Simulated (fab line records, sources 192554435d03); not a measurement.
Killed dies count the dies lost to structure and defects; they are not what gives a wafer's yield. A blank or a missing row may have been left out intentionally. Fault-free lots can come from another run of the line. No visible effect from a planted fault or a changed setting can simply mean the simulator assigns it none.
Chamber matching :: flow n5Finfet :: 4 sister chambers for N5_MOL_CONTACT_COAG_ETCH_48 on rieDiel-06
The step etches SiOC in C4F6/O2, target depth 15 nm, overetch 4.5 nm, time 17 s. 8 wafers are shown with their chamber, then 7 later ones without.

## WAFERS, EACH WITH ITS CHAMBER
wafer: L371.2
chamber: 2
drypumpMotorCurrentA (A): 5.5
rfVppV (V): 1585

wafer: L375.1
chamber: 2
drypumpMotorCurrentA (A): 5.5
rfVppV (V): 1585

wafer: L375.4
chamber: 1
drypumpMotorCurrentA (A): 5.0
rfVppV (V): 1620

wafer: L384.1
chamber: 3
drypumpMotorCurrentA (A): 5.3
rfVppV (V): 1571

wafer: L384.3
chamber: 1
drypumpMotorCurrentA (A): 4.9
rfVppV (V): 1617

wafer: L384.4
chamber: 0
drypumpMotorCurrentA (A): 5.6
rfVppV (V): 1533

wafer: L387.1
chamber: 0
drypumpMotorCurrentA (A): 5.5
rfVppV (V): 1533

wafer: L387.4
chamber: 3
drypumpMotorCurrentA (A): 5.3
rfVppV (V): 1571

## WAFERS WHOSE CHAMBER IS MISSING
wafer: L387.5
drypumpMotorCurrentA (A): 5.5
rfVppV (V): 1533

wafer: L389.2
drypumpMotorCurrentA (A): 5.5
rfVppV (V): 1532

wafer: L389.3
drypumpMotorCurrentA (A): 5.5
rfVppV (V): 1582

wafer: L389.4
drypumpMotorCurrentA (A): 5.3
rfVppV (V): 1570

wafer: L391.1
drypumpMotorCurrentA (A): 5.5
rfVppV (V): 1584

wafer: L391.5
drypumpMotorCurrentA (A): 5.5
rfVppV (V): 1582

wafer: L391.6
drypumpMotorCurrentA (A): 4.9
rfVppV (V): 1617

## CHAMBER TAKEN BY EACH
wafer: L387.5
from the rows above: 0
in truth: 0

wafer: L389.2
from the rows above: 0
in truth: 0

wafer: L389.3
from the rows above: 2
in truth: 2

wafer: L389.4
from the rows above: 3
in truth: 3

wafer: L391.1
from the rows above: 2
in truth: 2

wafer: L391.5
from the rows above: 2
in truth: 2

wafer: L391.6
from the rows above: 1
in truth: 1
Correctly placed: 7 of 7. Left unplaced by these rows: 0. Placed wrongly: 0.
How it was worked out, from the rows above alone: a wafer's distance from a chamber is the root of the sum, over the readings, of the square of ((its reading less the chamber's mean) divided by the reading's scatter). The wafer belongs to the nearest chamber; if the next one is less than 2 further off, it can't be placed. The mean given for a chamber averages the wafers shown for that chamber. How the scatter is found: for the shown wafers, subtract from each reading the mean of its chamber, square and add these, divide the total by (wafers less chambers), then take the root.
